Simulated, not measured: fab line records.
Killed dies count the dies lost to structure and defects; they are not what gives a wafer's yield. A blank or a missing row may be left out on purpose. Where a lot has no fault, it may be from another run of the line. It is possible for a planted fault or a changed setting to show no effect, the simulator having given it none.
Chamber matching :: flow n5 finfet :: N5_BEOL_M11_STRIP_19 on rie diel-01 has 4 sister chambers
The step strips in O2. 27 wafers are shown with their chamber, then 12 later ones without.

## EACH WAFER AND ITS CHAMBER
wafer: L074.1
chamber: 2
throttle valve pct (%): 16.86
showerhead plenum p Torr (Torr): 2.09
drypump motor current A (A): 5.4

wafer: L074.3
chamber: 3
throttle valve pct (%): 16.63
showerhead plenum p Torr (Torr): 2.15
drypump motor current A (A): 5.7

wafer: L074.6
chamber: 1
throttle valve pct (%): 16.13
showerhead plenum p Torr (Torr): 2.06
drypump motor current A (A): 6.0

wafer: L075.1
chamber: 1
throttle valve pct (%): 16.14
showerhead plenum p Torr (Torr): 2.06
drypump motor current A (A): 6.0

wafer: L075.2
chamber: 0
throttle valve pct (%): 16.68
showerhead plenum p Torr (Torr): 2.22
drypump motor current A (A): 5.3

wafer: L075.3
chamber: 2
throttle valve pct (%): 16.88
showerhead plenum p Torr (Torr): 2.08
drypump motor current A (A): 5.4

wafer: L075.4
chamber: 3
throttle valve pct (%): 16.63
showerhead plenum p Torr (Torr): 2.15
drypump motor current A (A): 5.7

wafer: L075.5
chamber: 0
throttle valve pct (%): 16.68
showerhead plenum p Torr (Torr): 2.22
drypump motor current A (A): 5.3

wafer: L075.6
chamber: 1
throttle valve pct (%): 16.15
showerhead plenum p Torr (Torr): 2.06
drypump motor current A (A): 6.0

wafer: L077.2
chamber: 0
throttle valve pct (%): 16.68
showerhead plenum p Torr (Torr): 2.21
drypump motor current A (A): 5.4

wafer: L077.3
chamber: 2
throttle valve pct (%): 16.89
showerhead plenum p Torr (Torr): 2.08
drypump motor current A (A): 5.4

wafer: L077.5
chamber: 0
throttle valve pct (%): 16.71
showerhead plenum p Torr (Torr): 2.21
drypump motor current A (A): 5.3

wafer: L079.2
chamber: 2
throttle valve pct (%): 16.89
showerhead plenum p Torr (Torr): 2.08
drypump motor current A (A): 5.4

wafer: L079.4
chamber: 3
throttle valve pct (%): 16.65
showerhead plenum p Torr (Torr): 2.15
drypump motor current A (A): 5.7

wafer: L079.6
chamber: 0
throttle valve pct (%): 16.70
showerhead plenum p Torr (Torr): 2.21
drypump motor current A (A): 5.3

wafer: L078.1
chamber: 3
throttle valve pct (%): 16.65
showerhead plenum p Torr (Torr): 2.15
drypump motor current A (A): 5.7

wafer: L078.2
chamber: 1
throttle valve pct (%): 16.16
showerhead plenum p Torr (Torr): 2.05
drypump motor current A (A): 6.0

wafer: L078.5
chamber: 1
throttle valve pct (%): 16.16
showerhead plenum p Torr (Torr): 2.05
drypump motor current A (A): 6.0

wafer: L083.2
chamber: 1
throttle valve pct (%): 16.16
showerhead plenum p Torr (Torr): 2.05
drypump motor current A (A): 6.0

wafer: L083.3
chamber: 2
throttle valve pct (%): 16.90
showerhead plenum p Torr (Torr): 2.08
drypump motor current A (A): 5.5

wafer: L083.4
chamber: 0
throttle valve pct (%): 16.69
showerhead plenum p Torr (Torr): 2.21
drypump motor current A (A): 5.4

wafer: L086.1
chamber: 1
throttle valve pct (%): 16.19
showerhead plenum p Torr (Torr): 2.05
drypump motor current A (A): 6.0

wafer: L086.2
chamber: 3
throttle valve pct (%): 16.68
showerhead plenum p Torr (Torr): 2.14
drypump motor current A (A): 5.7

wafer: L086.4
chamber: 0
throttle valve pct (%): 16.73
showerhead plenum p Torr (Torr): 2.21
drypump motor current A (A): 5.4

wafer: L088.2
chamber: 1
throttle valve pct (%): 16.19
showerhead plenum p Torr (Torr): 2.05
drypump motor current A (A): 6.0

wafer: L088.3
chamber: 3
throttle valve pct (%): 16.67
showerhead plenum p Torr (Torr): 2.14
drypump motor current A (A): 5.7

wafer: L088.5
chamber: 3
throttle valve pct (%): 16.68
showerhead plenum p Torr (Torr): 2.14
drypump motor current A (A): 5.7

SIGNATURES (averages over the wafers above)
reading: throttle valve pct
chamber 0: 16.6957
chamber 1: 16.1600
chamber 2: 16.8840
chamber 3: 16.6557
scatter within a chamber: 0.0199

reading: showerhead plenum p Torr
chamber 0: 2.2129
chamber 1: 2.0537
chamber 2: 2.0820
chamber 3: 2.1457
scatter within a chamber: 0.00503

reading: drypump motor current A
chamber 0: 5.343
chamber 1: 6.000
chamber 2: 5.420
chamber 3: 5.700
scatter within a chamber: 0.0331
Rule: a wafer lies at a distance from a chamber equal to the root of the sum of squares, over the readings, of (its reading less the chamber's mean, divided by the reading's scatter). The wafer belongs to the nearest chamber; if the next one is less than 2 further off, it can't be placed. The scatter: the root of (the sum of the squares of (reading less its chamber's mean) over the shown wafers, divided by (wafers less chambers)).

## WAFERS WITH NO CHAMBER GIVEN
wafer: L087.1
throttle valve pct (%): 16.94
showerhead plenum p Torr (Torr): 2.08
drypump motor current A (A): 5.4

wafer: L087.5
throttle valve pct (%): 16.67
showerhead plenum p Torr (Torr): 2.14
drypump motor current A (A): 5.7

wafer: L087.6
throttle valve pct (%): 16.71
showerhead plenum p Torr (Torr): 2.21
drypump motor current A (A): 5.3

wafer: L089.2
throttle valve pct (%): 16.73
showerhead plenum p Torr (Torr): 2.21
drypump motor current A (A): 5.3

wafer: L089.5
throttle valve pct (%): 16.19
showerhead plenum p Torr (Torr): 2.05
drypump motor current A (A): 6.0

wafer: L089.6
throttle valve pct (%): 16.92
showerhead plenum p Torr (Torr): 2.07
drypump motor current A (A): 5.4

wafer: L094.3
throttle valve pct (%): 16.75
showerhead plenum p Torr (Torr): 2.20
drypump motor current A (A): 5.3

wafer: L094.4
throttle valve pct (%): 16.70
showerhead plenum p Torr (Torr): 2.14
drypump motor current A (A): 5.7

wafer: L094.5
throttle valve pct (%): 16.72
showerhead plenum p Torr (Torr): 2.20
drypump motor current A (A): 5.3

wafer: L096.1
throttle valve pct (%): 16.95
showerhead plenum p Torr (Torr): 2.07
drypump motor current A (A): 5.4

wafer: L096.2
throttle valve pct (%): 16.22
showerhead plenum p Torr (Torr): 2.04
drypump motor current A (A): 6.0

wafer: L096.5
throttle valve pct (%): 16.72
showerhead plenum p Torr (Torr): 2.14
drypump motor current A (A): 5.7

## THE CHAMBER EACH PASSED THROUGH
wafer: L087.1
from the rows above: 2
in truth: 2

wafer: L087.5
from the rows above: 3
in truth: 3

wafer: L087.6
from the rows above: 0
in truth: 0

wafer: L089.2
from the rows above: 0
in truth: 0

wafer: L089.5
from the rows above: 1
in truth: 1

wafer: L089.6
from the rows above: 2
in truth: 2

wafer: L094.3
from the rows above: 0
in truth: 0

wafer: L094.4
from the rows above: 3
in truth: 3

wafer: L094.5
from the rows above: 0
in truth: 0

wafer: L096.1
from the rows above: 2
in truth: 2

wafer: L096.2
from the rows above: 1
in truth: 1

wafer: L096.5
from the rows above: 3
in truth: 3
Correctly placed: 12 of 12. Can't be placed from these rows: 0. 0 placed wrongly.
